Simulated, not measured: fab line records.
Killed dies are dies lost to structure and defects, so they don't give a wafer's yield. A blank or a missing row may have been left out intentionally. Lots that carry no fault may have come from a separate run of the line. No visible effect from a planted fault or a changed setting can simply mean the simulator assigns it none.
Matching of chambers	flow nand harc	pecvd-04 running NHARC_A_DECK1_JOINT_DEP_16: 3 sister chambers
The step deposits SiO2, target thk 45 nm. 16 wafers are shown with their chamber, then 8 later ones without.

## EACH WAFER AND ITS CHAMBER
wafer	chamber	throttle valve pct (%)	heater power w (W)
L496.1	2	15.5	590
L496.3	0	15.7	566
L496.6	1	16.2	556
L504.1	1	16.4	539
L504.2	0	15.8	616
L504.3	2	15.6	684
L505.2	1	16.4	504
L505.3	0	15.6	684
L505.6	0	15.8	717
L508.1	0	15.8	575
L508.4	2	15.8	529
L508.6	1	16.4	549
L515.2	0	16.0	652
L515.4	0	15.6	650
L515.5	2	15.1	647
L516.3	0	15.6	583

SIGNATURES (averages over the wafers above)
reading	chamber 0	chamber 1	chamber 2	scatter within a chamber
throttle valve pct	15.738	16.350	15.500	0.182
heater power w	630.38	537.00	612.50	52.8
Rule: distance of a wafer from a chamber = root of the sum over the readings of ((wafer's reading minus chamber's mean) / reading's scatter) squared. If the next closest chamber is less than 2 further off than the closest, the wafer can't be placed; otherwise it belongs to the closest. The scatter: take each reading less its chamber's mean, square it, sum over the shown wafers, divide by the number of wafers less the number of chambers, and take the root.

## WAFERS WHOSE CHAMBER IS MISSING
wafer	throttle valve pct (%)	heater power w (W)
L516.4	16.0	548
L516.6	15.2	587
L517.1	16.3	582
L517.3	15.3	634
L517.6	16.0	606
L518.1	16.0	538
L518.2	15.2	553
L518.6	14.9	554

## WHICH CHAMBER EACH ONE RAN IN
wafer	from the rows above	in truth
L516.4	can't be placed: 1 or 0 or 2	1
L516.6	can't be placed: 2 or 0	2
L517.1	1	1
L517.3	can't be placed: 2 or 0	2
L517.6	can't be placed: 0 or 1 or 2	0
L518.1	can't be placed: 1 or 0 or 2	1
L518.2	can't be placed: 2 or 0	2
L518.6	can't be placed: 2 or 0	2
Correct placement for 1 of the 8. Can't be placed from these rows: 7 (the true chamber is among the candidates in 7). Number placed wrongly: 0.
